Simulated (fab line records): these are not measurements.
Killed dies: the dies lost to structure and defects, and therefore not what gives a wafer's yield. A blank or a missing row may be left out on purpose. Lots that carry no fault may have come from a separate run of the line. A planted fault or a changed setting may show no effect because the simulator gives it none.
Split-lot study | flow n5Finfet | 21 wafers read from 7 lots, route of 1938 steps

SPLIT DETAILS
At N5_BEOL_M11_TRENCH_ETCH_37 (etches SiCOH lowk in C4F6/O2, target depth 148.83 nm, time 48 s), the setting biasW was moved away from the recipe's 185 W on 6 of the 21 wafers read, by -16.1% to +7.6%. All remaining wafers had this setting at the recipe value.

Reading taken at the split's own step.

THE READING
rfVppV, in V, at N5_BEOL_M11_TRENCH_ETCH_37 (etches SiCOH lowk in C4F6/O2, target depth 148.83 nm, time 48 s). A value of 666 V with a standard deviation of 13 V is what fault-free wafers of this fab line usually give.

wafer  | tool, chamber at the split | biasW as run, W | against the recipe | rfVppV, V | against lot-mates on the recipe
L075.1 | rieDiel-05, 2              | 185             | recipe             | 657       | -
L075.3 | rieDiel-05, 0              | 185             | recipe             | 650       | -
L075.6 | rieDiel-05, 1              | 185             | recipe             | 679       | -
L079.2 | rieDiel-06, 2              | 185             | recipe             | 651       | -
L079.3 | rieDiel-06, 0              | 185             | recipe             | 671       | -
L079.5 | rieDiel-06, 1              | 185             | recipe             | 667       | -
L082.1 | rieDiel-03, 3              | 185             | recipe             | 652       | -
L082.2 | rieDiel-03, 2              | 185             | recipe             | 669       | -
L082.5 | rieDiel-03, 2              | 185             | recipe             | 669       | -
L083.2 | rieDiel-03, 2              | 163.6           | -11.6%             | 608       | no lot-mate on the recipe
L083.3 | rieDiel-03, 3              | 163.6           | -11.6%             | 592       | no lot-mate on the recipe
L083.4 | rieDiel-03, 0              | 163.6           | -11.6%             | 616       | no lot-mate on the recipe
L086.2 | rieDiel-06, 0              | 155.2           | -16.1%             | 584       | -82
L086.5 | rieDiel-06, 0              | 155.2           | -16.1%             | 583       | -83
L086.6 | rieDiel-06, 1              | 185             | recipe             | 666       | -
L092.2 | rieDiel-05, 3              | 185             | recipe             | 677       | -
L092.5 | rieDiel-05, 3              | 185             | recipe             | 677       | -
L092.6 | rieDiel-05, 1              | 199             | +7.6%              | 718       | +41
L097.2 | rieDiel-06, 3              | 185             | recipe             | 681       | -
L097.4 | rieDiel-06, 1              | 185             | recipe             | 665       | -
L097.5 | rieDiel-06, 1              | 185             | recipe             | 667       | -

THE FIT
A straight line over all 21 wafers: rfVppV changes by +5.37 V for each +1% of biasW; r = +0.96; the points scatter about the line by 9.9 V.
The same after taking each lot's own level away (the mean of its wafers on the recipe; 18 wafers): +5.16 V for each +1%; r = +0.97; scatter 8 V.
Per that fit: largest biasW move, reading shift of 83 V.
From 662.0 to 677.0 V: that is the span of the lots' own levels, equal to 1.2 times the standard deviation above.
The two slopes are in agreement: the lot-to-lot level therefore moves the slope only a little.
Check: -83.7 V against its lot-mates is what the line predicts for one of the wafers moved furthest among these (-16.1%) when that wafer is left out of the fit. Against them it came out at -82 V.
Tool readings at the split's step, against how far the setting was moved: rfVppV r = +0.96.

OTHER SPLITS ON THESE WAFERS
Before the reading, these wafers also passed through other splits. Each is held against what the fit with the lots' levels taken away leaves over:
other split on the same wafers | wafers away from the commonest value | r with rfVppV (lot level and that fit taken away)
N5_BEOL_M4_EXPOSE_25 doseMj    | 8                                    | -0.04
N5_BEOL_M4_SPUTTER_48 timeS    | 5                                    | +0.08
N5_BEOL_M5_ETCH_68 biasW       | 6                                    | +0.05
N5_BEOL_M6_ETCH_62 timeS       | 9                                    | +0.00
N5_BEOL_M6_COAT_22 spinRpm     | 3                                    | +0.08
N5_BEOL_M8_COAT_22 spinRpm     | 8                                    | -0.31
N5_BEOL_M8_ETCH_65 sourceW     | 7                                    | -0.21

FILE'S OWN FIT
rfVppV changes by +5.14 V for each +1% of biasW, r = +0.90.
